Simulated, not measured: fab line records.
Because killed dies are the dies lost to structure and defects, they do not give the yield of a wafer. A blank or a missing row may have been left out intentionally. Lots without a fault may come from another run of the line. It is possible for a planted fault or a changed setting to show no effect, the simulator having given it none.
A struck lot beside a sound one    flow n5_finfet    39 steps out of a route of 1938
Sound: these wafers, L136.2, L136.3, L136.5. Struck: wafer L152.6 (left out: L152.5, a lot-mate that was not struck); the cause follows at the end.
For every step that has rows: the tool of each side, followed by ch and its chambers, followed by its first start. Under that, the readings that differ: sound wafers    struck wafers    difference of the means    sigmas: that difference in standard deviations of wafers without a fault.
alike: readings with means less than 2 such deviations apart, plus words and numbers identical on both sides. not compared: withheld readings, readings lacking a value on some wafer, bounds such as >300 that could conceal the same value, and numbers that have no deviation in the record and whose values overlap.
Wherever a step has rows on one side only, a row that says differs or no value, or a row with sigmas, the two part there. Numbers that have no deviation but don't overlap get no sigmas and don't part them. A reading that every wafer of one side lacks parts them only if that side has two wafers or more.

first, 9 steps without rows for these wafers: N5_DUMMY_GATE_EXPOSE_12 (exposes mask GATE, target cd 25 nm); N5_DUMMY_GATE_PEB_13 (peb time 60 s); N5_DUMMY_GATE_DEVELOP_14 (develop time 30 s); N5_DUMMY_GATE_DESCUM_20 (chemistry O2, time 6.2 s); N5_DUMMY_GATE_ETCH_29 (etches underlayer in N2/H2, target depth 13 nm); N5_DUMMY_GATE_ETCH_36 (etches SiARC in CF4, target depth 13 nm); N5_DUMMY_GATE_ETCH_37 (etches SOC in N2/H2, target depth 60 nm, overetch 30 nm); N5_DUMMY_GATE_STRIP_38 (strips in N2/H2); N5_DUMMY_GATE_STRIP_39 (strips in N2/H2).
N5_DUMMY_GATE_TRIM_49: chemistry O2, time 29 s, target cd 14 nm.
  sound on rie_si-02 ch 1,2, day 3 17:17; struck on rie_si-02 ch 2, day 7 17:25
reading                      sound              struck  difference  sigmas
oes_product_au (a.u.)        0.966 0.959 0.958  1.220   +0.259      +11
model.DUMMY_GATE.cd_nm (nm)  14.2 13.8 13.8     9.4     -4.5        
  alike: drypump_motor_current_A, temp_c, throttle_valve_pct
  not compared: rf_hours_counter_h
then, 1 step without rows for these wafers: N5_DUMMY_GATE_STRIP_40 (strips in CF4).
N5_DUMMY_GATE_CD_MEAS_50 targets a cd of 14 nm.
  sound: cd_sem-03 at day 3 17:26; struck: cd_sem-01 at day 7 17:32
reading     sound           struck  difference  sigmas
cd_nm (nm)  14.5 13.8 13.5  9.1     -4.8        -13
then, 6 steps without rows for these wafers: N5_DUMMY_GATE_ETCH_31 (etches SiO2 in C4F6/O2, target depth 82.5 nm, time 27.5 s); N5_DUMMY_GATE_STRIP_41 (strips in O2); N5_DUMMY_GATE_HM_OPEN_21 (chemistry CH3F/O2, target SiNx, target depth 120 nm, time 171.4 s); N5_DUMMY_GATE_ETCH_32 (etches SiO2 in CF4, target depth 3.5 nm, time 3.9 s); N5_DUMMY_GATE_ETCH_23 (etches poly-Si in HBr/Cl2/O2, target depth 41 nm, time 22.3 s); N5_DUMMY_GATE_ETCH_44 (etches poly-Si in HBr/O2, stops on SiO2, target depth 127.5 nm).
N5_DUMMY_GATE_CD_MEAS_24 targets a cd of 15 nm.
  sound: cd_sem-01 at day 3 18:05; struck: cd_sem-02 at day 7 18:02
reading     sound           struck  difference  sigmas
cd_nm (nm)  15.1 14.5 15.2  10.1    -4.8        -13
N5_DUMMY_GATE_ETCH_42: etches SiO2 in CHF3/O2, target depth 3.5 nm, time 31 s.
  sound on rie_diel-04 ch 2,3, day 3 18:08; struck on rie_diel-01 ch 0, day 7 18:06
reading                      sound           struck  difference  sigmas
oes_product_au (a.u.)        0.94 0.79 0.95  0.67    -0.22       -3
model.DUMMY_GATE.cd_nm (nm)  15.2 14.8 15    10.4    -4.6        
  alike: bias_w, drypump_motor_current_A, rf_vpp_V, showerhead_plenum_p_Torr, throttle_valve_pct
  not compared: rf_hours_counter_h
then, 17 steps without rows for these wafers: N5_DUMMY_GATE_STRIP_48 (strips in N2/H2, time 20 s); N5_DUMMY_GATE_PRECLEAN_33 (cleans in dHF, time 10 s); N5_DUMMY_GATE_PRECLEAN_25 (cleans in O3/DIW, time 45 s); N5_DUMMY_GATE_PRECLEAN_51 (cleans in SC2, time 45 s); N5_DUMMY_GATE_SRD_26 (time 30 s); N5_DUMMY_GATE_UV_OZONE_45 (time 120 s); N5_SPACER0_ALD_07 (deposits SiNx, target thk 2 nm); N5_SPACER0_ALD_00 (deposits SiOCN, target thk 3.5 nm, pulse time 3 s, purge time 2 s); N5_SPACER0_ALD_08 (deposits SiNx, target thk 2 nm); N5_SD_EPI_N_COAT_32 (time 60 s, resist thk 350 nm); N5_SD_EPI_N_COAT_33 (time 60 s, resist thk 35 nm); N5_SD_EPI_N_COAT_03 (resist thk 150 nm); N5_SD_EPI_N_EBR_05; N5_SD_EPI_N_SOFTBAKE_04 (time 60 s); N5_SD_EPI_N_EXPOSE_06 (exposes mask SD N BLK, target cd 120 nm); N5_SD_EPI_N_PEB_07 (peb time 60 s); N5_SD_EPI_N_DEVELOP_08 (develop time 30 s).
N5_BEOL_M4_RC_MEAS_101:
  the record has rows for the sound wafers here (prober-02 ch 0, day 8 14:30) and none for the struck ones
-- a jump in the record: the struck wafers' starts before and after are 10 days apart (it breaks off in module BEOL_M4 and resumes in module PASSIVATION, where the first step shown is number 1936 of the route) --
N5_PASSIVATION_PROBE_49:
  sound: prober-01 at day 12 19:17; struck: prober-02 at day 17 08:17
reading                   sound           struck  difference  sigmas
defect_limited_yield (%)  92.1 92.1 90.8  0       -92         -65
killed_at_M4_up           18 11 28        6       -13         -2
killed_at_front_end       38 38 52        1123    +1080       +90
killed_dies               93 93 108       1180    +1082       +64
killed_on_rim             13 14 17        152     +137        +33
sort_bin_5_function (%)   4.4 4.5 4.8     96.4    +91.8       +99 or more
sort_n_pass               1087 1087 1072  0       -1082       -64
sort_yield_pct (%)        92.1 92.1 90.8  0       -92         -65
  alike: killed_at_M0_to_M3, killed_at_contacts, killed_at_other, killed_open, killed_short, sort_bin_4_leakage, sort_bin_6_memory

WHERE THEY PART
First at N5_DUMMY_GATE_TRIM_49; last, within this record, at N5_PASSIVATION_PROBE_49.

WHY: what had been put in by the simulator
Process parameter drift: rie_si-02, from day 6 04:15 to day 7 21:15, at N5_DUMMY_GATE_TRIM_49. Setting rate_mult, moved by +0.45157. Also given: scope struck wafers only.
